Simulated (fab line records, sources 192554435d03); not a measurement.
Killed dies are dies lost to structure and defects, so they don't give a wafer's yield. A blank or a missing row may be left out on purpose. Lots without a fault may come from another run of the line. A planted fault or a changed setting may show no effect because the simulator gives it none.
fab line records | flow n5_finfet | part 2 of 2: steps 24 to 29 of 29
record lots=5 wafers=15 last_day=15
route steps=1938 shown GATE_CUT@511 MOL_CONTACT_COAG@517
lots that met no fault: from a run of the same line without faults
start_h: hours from the record's first day to the start of the lot's first wafer shown | wait_h: hours since the lot's step before | " the same as in the row above | L1.1+2: a row that stands for several wafers | - no value, or no start given | * or withheld: withheld | < > ~ a bound
route shown NAME@n: a module of which the file shows steps, and the number in the route of the first | usual: mean/standard deviation of fault-free wafers | same: alike in all rows | chamber/n: place in a boat | sites: the reading at each site | _std_site: their standard deviation | _edge_site: outer sites' mean less inner sites' | radius_mm: how far each site lies from the wafer's centre | mask NAME#n: copy n | behind: the tool/chamber that last shaped the wafer | hold: why the lot was held/for how many hours/how that ended | device: the transistor (n, p or np) that didn't switch | end of line: the same wafers' tests at the end of the route | a step without rows: its recipe alone | killed: dies lost to structure and defects at the first sort, not the wafer's yield | map: a wafer's dies, x killed, . not, _ none there
set.NAME: the setting as run; set.NAME@STEP: as run at that earlier step | model.NAME: the simulator's own value behind a step, which no gauge read
lots at some steps of the route; a table a step, a row a wafer
services: from which hour (start_h, from the record's first day; less than 0 if before it) a tool's chamber was out of use, for how many hours, and why
## steps
# step N5_MOL_CONTACT_COAG_CONTACT_ETCH_14
# recipe chemistry=C4F6/O2 target=SiO2 target_depth_a=275 overetch_a=85 mask_material=SOC pressure_mtorr=30 source_w=370 bias_w=185 Ar_flow_sccm=300 C4F6_flow_sccm=16 O2_flow_sccm=10 time_s=20 ion_energy_ev=259.6
# usual drypump_motor_current_A=5.7/0.42 oes_product_au=0.68/0.077 rf_vpp_V=692/3.4 showerhead_plenum_p_Torr=2.87/0.096 throttle_valve_pct=21.31/0.28
# columns lot.wafer tool chamber start_h wait_h drypump_motor_current_A oes_product_au rf_hours_counter_h rf_vpp_V showerhead_plenum_p_Torr throttle_valve_pct
L075.3 rie_diel-01 0 100.18 0.0 5.5 0.65 148 697 3.00 21.28
L075.4 " 2 " " 5.8 0.62 - 690 2.87 21.35
L075.5 " 0 " " 5.5 0.65 - 697 3.00 21.26
L080.1 rie_diel-01 1 127.30 0.0 5.3 0.61 198 688 2.75 21.75
L080.3 " 0 " " 5.5 0.64 157 695 3.00 21.27
L080.4 " 2 " " 5.8 0.61 185 693 2.87 21.37
L083.1 rie_diel-03 0 146.61 0.0 5.4 0.62 170 689 2.77 21.28
L083.2 " 3 " " 6.6 0.73 61 697 3.03 21.09
L083.4 " 2 " " 5.7 0.82 2 699 3.08 21.39
L086.2 rie_diel-06 0 169.34 0.0 6.5 0.66 127 690 2.78 21.26
L086.3 " 3 " " 5.5 0.78 15 691 2.84 21.52
L086.4 " 0 " " 6.5 0.66 - 690 2.78 21.27
L088.2 rie_diel-06 0 175.39 0.0 6.5 0.66 130 691 2.78 21.25
L088.3 " 3 " " 5.5 0.78 18 692 2.84 21.52
L088.4 " 0 " " 6.5 0.66 - 688 2.78 21.27
# step N5_MOL_CONTACT_COAG_STRIP_109
# recipe chemistry=C4F6/O2 resist=SiARC rf_frequency_hz=6e+07
# columns lot.wafer tool chamber start_h wait_h
L075.3+4+5 rie_diel-01 0,2,0 100.20 0.0
L080.1+3+4 rie_diel-01 1,0,2 127.33 0.0
L083.1+2+4 rie_diel-03 0,3,2 146.63 0.0
L086.2+3+4 rie_diel-06 0,3,0 169.37 0.0
L088.2+3+4 rie_diel-06 0,3,0 175.41 0.0
# step N5_MOL_CONTACT_COAG_ETCH_15
# recipe chemistry=CH3F/O2 target=SiNx target_depth_a=70 mask_material=SOC stop_on=Si:P over_etch_frac=0.75 ion_energy_ev=120 pressure_mtorr=30 source_w=395 bias_w=73 Ar_flow_sccm=150 CH3F_flow_sccm=30 O2_flow_sccm=20
# usual drypump_motor_current_A=5.7/0.42 oes_product_au=0.59/0.067 rf_vpp_V=298/4.4 showerhead_plenum_p_Torr=1.99/0.069 throttle_valve_pct=16.36/0.26
# same over_etch_frac=0.75
# columns lot.wafer tool chamber start_h wait_h drypump_motor_current_A oes_product_au rf_hours_counter_h rf_vpp_V showerhead_plenum_p_Torr throttle_valve_pct
L075.3 rie_diel-01 0 100.21 0.0 5.5 0.55 148 301 2.08 16.33
L075.4 " 2 " " 5.8 0.53 - 291 1.99 16.43
L075.5 " 0 " " 5.5 0.56 - 301 2.09 16.30
L080.1 rie_diel-01 1 127.34 0.0 5.3 0.53 198 296 1.90 16.84
L080.3 " 0 " " 5.5 0.55 157 300 2.08 16.34
L080.4 " 2 " " 5.8 0.53 185 291 1.99 16.44
L083.1 rie_diel-03 0 146.64 0.0 5.3 0.55 170 300 1.92 16.40
L083.2 " 3 " " 6.6 0.62 61 302 2.11 16.14
L083.4 " 2 " " 5.7 0.71 2 302 2.15 16.32
L086.2 rie_diel-06 0 169.38 0.0 6.5 0.57 127 303 1.93 16.35
L086.3 " 3 " " 5.6 0.67 15 294 1.97 16.45
L086.4 " 0 " " 6.5 0.57 - 303 1.93 16.33
L088.2 rie_diel-06 0 175.42 0.0 6.5 0.56 130 303 1.93 16.34
L088.3 " 3 " " 5.5 0.67 18 295 1.96 16.47
L088.4 " 0 " " 6.5 0.57 - 304 1.93 16.34
# step N5_MOL_CONTACT_COAG_ETCH_110
# recipe chemistry=CF4/O2 target=Si target_depth_a=25 time_s=8 pressure_mtorr=100 source_w=200 bias_w=12 ion_energy_ev=60 Ar_flow_sccm=100 cf4_flow_sccm=100 O2_flow_sccm=10
# usual drypump_motor_current_A=5.7/0.42 oes_product_au=0.80/0.096 rf_vpp_V=128.0/2.3 showerhead_plenum_p_Torr=2.21/0.07 throttle_valve_pct=10.76/0.29
# columns lot.wafer tool chamber start_h wait_h drypump_motor_current_A oes_product_au rf_hours_counter_h rf_vpp_V showerhead_plenum_p_Torr throttle_valve_pct
L075.3 rie_diel-01 0 100.27 0.0 5.5 0.75 148 128.8 2.32 10.79
L075.4 " 2 " " 5.8 0.71 - 125.6 2.22 10.88
L075.5 " 0 " " 5.5 0.74 - 127.8 2.32 10.77
L080.1 rie_diel-01 1 127.40 0.0 5.3 0.73 198 127.4 2.13 11.23
L080.3 " 0 " " 5.5 0.74 157 129.9 2.31 10.80
L080.4 " 2 " " 5.8 0.71 185 124.6 2.21 10.94
L083.1 rie_diel-03 0 146.70 0.0 5.4 0.72 170 129.0 2.14 10.86
L083.2 " 3 " " 6.6 0.83 61 129.3 2.33 10.47
L083.4 " 2 " " 5.7 0.96 2 128.5 2.37 10.54
L086.2 rie_diel-06 0 169.44 0.0 6.5 0.76 127 131.3 2.15 10.78
L086.3 " 3 " " 5.5 0.93 15 128.2 2.19 10.67
L086.4 " 0 " " 6.5 0.76 - 129.7 2.15 10.77
L088.2 rie_diel-06 0 175.48 0.0 6.5 0.76 130 130.1 2.15 10.78
L088.3 " 3 " " 5.5 0.91 18 125.8 2.19 10.69
L088.4 " 0 " " 6.5 0.76 - 131.7 2.15 10.80
# step N5_MOL_CONTACT_COAG_STRIP_98
# recipe chemistry=N2/H2 power_w=500 temp_c=40 pressure_mtorr=50 rf_frequency_hz=6e+07 overash_fraction=0.3 bias_power_w=8 h2_frac=0.5 n2_flow_sccm=300 h2_flow_sccm=300
# usual drypump_motor_current_A=5.7/0.42 oes_product_au=0.80/0.097 rf_vpp_V=53.8/1.6 showerhead_plenum_p_Torr=3.34/0.11 throttle_valve_pct=19.0/0.38
# columns lot.wafer tool chamber start_h wait_h drypump_motor_current_A oes_product_au rf_hours_counter_h rf_vpp_V showerhead_plenum_p_Torr throttle_valve_pct
L075.3 rie_diel-01 0 100.32 0.0 5.5 0.75 148 53.4 3.50 19.3
L075.4 " 2 " " 5.8 0.71 - 55.6 3.36 18.7
L075.5 " 0 " " 5.5 0.76 - 54.1 3.50 19.3
L080.1 rie_diel-01 1 127.44 0.0 5.3 0.72 198 54.6 3.20 19.4
L080.3 " 0 " " 5.5 0.76 157 54.7 3.50 19.3
L080.4 " 2 " " 5.8 0.70 185 53.2 3.35 18.7
L083.1 rie_diel-03 0 146.75 0.0 5.4 0.74 170 56.3 3.21 19.0
L083.2 " 3 " " 6.6 0.83 61 55.2 3.52 18.2
L083.4 " 2 " " 5.7 0.98 2 55.7 3.57 19.0
L086.2 rie_diel-06 0 169.48 0.0 6.5 0.77 127 53.4 3.24 18.6
L086.3 " 3 " " 5.5 0.93 15 54.1 3.29 19.3
L086.4 " 0 " " 6.5 0.76 - 49.9 3.24 18.6
L088.2 rie_diel-06 0 175.53 0.0 6.5 0.78 130 53.9 3.24 18.7
L088.3 " 3 " " 5.6 0.89 18 52.8 3.29 19.3
L088.4 " 0 " " 6.5 0.75 - 55.0 3.24 18.7
# step N5_MOL_CONTACT_COAG_CD_MEAS_99
# recipe target_cd_nm=17.2 polarity=opening
# usual cd_nm=17.2/0.38
# columns lot.wafer tool chamber start_h wait_h cd_nm
L075.3 cd_sem-02 - 100.40 - 17.4
L075.4 " - " " 17.0
L075.5 " - " " 17.2
L080.1 cd_sem-01 - 127.51 - 17.1
L080.3 " - " " 17.1
L080.4 " - " " 17.6
L083.1 cd_sem-01 - 146.82 - 17.4
L083.2 " - " " 17.1
L083.4 " - " " 17.4
L086.2 cd_sem-03 - 169.56 - 16.6
L086.3 " - " " 17.4
L086.4 " - " " 16.9
L088.2 cd_sem-01 - 175.61 - 17.4
L088.3 " - " " 17.0
L088.4 " - " " 17.0
## services
# columns tool chamber start_h hours kind
euv_scanner-01 - 75.03 4.6 pm
euv_scanner-02 - 79.63 1.0 pm
rie_diel-01 1 95.89 7.1 repair
rie_diel-06 3 104.22 - clean
rie_diel-06 3 104.22 - consumable_replace:focus_ring
rie_diel-06 3 104.22 26.0 scheduled_down
rie_diel-06 3 104.22 26.0 vent_cycle
euv_scanner-01 - 108.98 1.0 pm
euv_scanner-02 - 123.72 1.0 pm
rie_diel-06 - 127.09 0.4 repair
cmp-03 - 127.78 4.0 pm
euv_scanner-01 - 129.23 83.5 repair
rie_diel-06 1 130.24 - clean
rie_diel-06 1 130.24 - consumable_replace:focus_ring
rie_diel-06 1 130.24 18.3 scheduled_down
rie_diel-06 1 130.24 18.3 vent_cycle
cmp-03 - 144.78 18.1 pm
cmp-04 - 154.17 0.5 repair
cmp-03 - 166.26 1.2 repair
rie_diel-06 2 166.95 - clean
rie_diel-06 2 166.95 - consumable_replace:focus_ring
rie_diel-06 2 166.95 22.3 scheduled_down
rie_diel-06 2 166.95 22.3 vent_cycle
cmp-03 - 171.73 1.7 repair
